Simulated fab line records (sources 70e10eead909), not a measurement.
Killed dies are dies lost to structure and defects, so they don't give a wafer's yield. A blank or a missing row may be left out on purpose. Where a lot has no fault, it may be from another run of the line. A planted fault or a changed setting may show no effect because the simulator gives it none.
Matching of chambers ; flow nandHarc ; NHARC_A_BONDPAD_ETCH_34 on rieDiel-05 has 4 sister chambers
The step etches the open film in N2/H2, target depth 60 nm, overetch 18 nm, time 65.91 s. 8 wafers are shown with their chamber, then 9 later ones without.

## WAFERS, EACH WITH ITS CHAMBER
wafer;chamber;drypumpMotorCurrentA (A);rfVppV (V)
L369.2;0;5.5;427
L374.1;3;6.6;434
L374.3;2;6.2;427
L377.5;2;6.2;426
L377.6;3;6.7;433
L383.1;1;6.1;432
L383.3;0;5.6;427
L383.5;1;6.1;433

## WAFERS WHOSE CHAMBER IS MISSING
wafer;drypumpMotorCurrentA (A);rfVppV (V)
L386.1;6.2;426
L386.3;5.6;429
L386.5;6.6;435
L385.2;6.2;426
L385.3;6.6;433
L385.5;6.6;433
L389.2;6.2;426
L389.4;6.0;434
L389.5;6.7;434

## THE CHAMBER EACH PASSED THROUGH
wafer;from the rows above;in truth
L386.1;2;2
L386.3;0;0
L386.5;3;3
L385.2;2;2
L385.3;3;3
L385.5;3;3
L389.2;2;2
L389.4;1;1
L389.5;3;3
Placed correctly: 9 of 9. Can't be placed from these rows: 0. Placed wrongly: 0.
How it was worked out, from the rows above alone: a wafer's distance from a chamber is the root of the sum, over the readings, of the square of ((its reading less the chamber's mean) divided by the reading's scatter). If the next closest chamber is less than 2 further off than the closest, the wafer can't be placed; otherwise it belongs to the closest. For every chamber, the mean is computed from those of its wafers that are shown. The scatter: the root of (the sum of the squares of (reading less its chamber's mean) over the shown wafers, divided by (wafers less chambers)).
